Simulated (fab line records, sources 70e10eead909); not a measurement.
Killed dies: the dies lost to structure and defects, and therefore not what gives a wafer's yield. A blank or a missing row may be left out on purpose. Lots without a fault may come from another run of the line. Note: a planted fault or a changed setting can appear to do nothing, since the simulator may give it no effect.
Matching of chambers    flow nand-harc    rie-diel-02 running NHARC_P_GATE_STRIP_101: 4 sister chambers
The step strips in O2, time 20 s. 8 wafers are shown with their chamber, then 7 later ones without.

== EACH WAFER AND ITS CHAMBER ==
wafer   chamber  showerhead-plenum-p-Torr (Torr)  drypump-motor-current-A (A)
L703.5  0        3.33                             5.1
L712.1  2        3.61                             6.2
L712.5  1        3.39                             5.5
L715.2  0        3.32                             5.1
L715.4  1        3.39                             5.5
L715.5  3        3.33                             5.9
L716.4  3        3.33                             5.8
L716.5  2        3.61                             6.2

== WAFERS MISSING THEIR CHAMBER ==
wafer   showerhead-plenum-p-Torr (Torr)  drypump-motor-current-A (A)
L716.6  3.33                             5.8
L718.1  3.39                             5.5
L718.3  3.61                             6.2
L718.6  3.61                             6.2
L720.2  3.32                             5.1
L720.3  3.61                             6.2
L720.5  3.33                             5.9

== WHICH CHAMBER EACH ONE RAN IN ==
wafer   from the rows above  in truth
L716.6  3                    3
L718.1  1                    1
L718.3  2                    2
L718.6  2                    2
L720.2  0                    0
L720.3  2                    2
L720.5  3                    3
Placed correctly: 7 of 7. Not placeable from these rows: 0. 0 placed wrongly.
How it was worked out, from the rows above alone: a wafer's distance from a chamber is the root of the sum, over the readings, of the square of ((its reading less the chamber's mean) divided by the reading's scatter). If the next closest chamber is less than 2 further off than the closest, the wafer can't be placed; otherwise it belongs to the closest. For every chamber, the mean is computed from those of its wafers that are shown. The scatter: take each reading less its chamber's mean, square it, sum over the shown wafers, divide by the number of wafers less the number of chambers, and take the root.
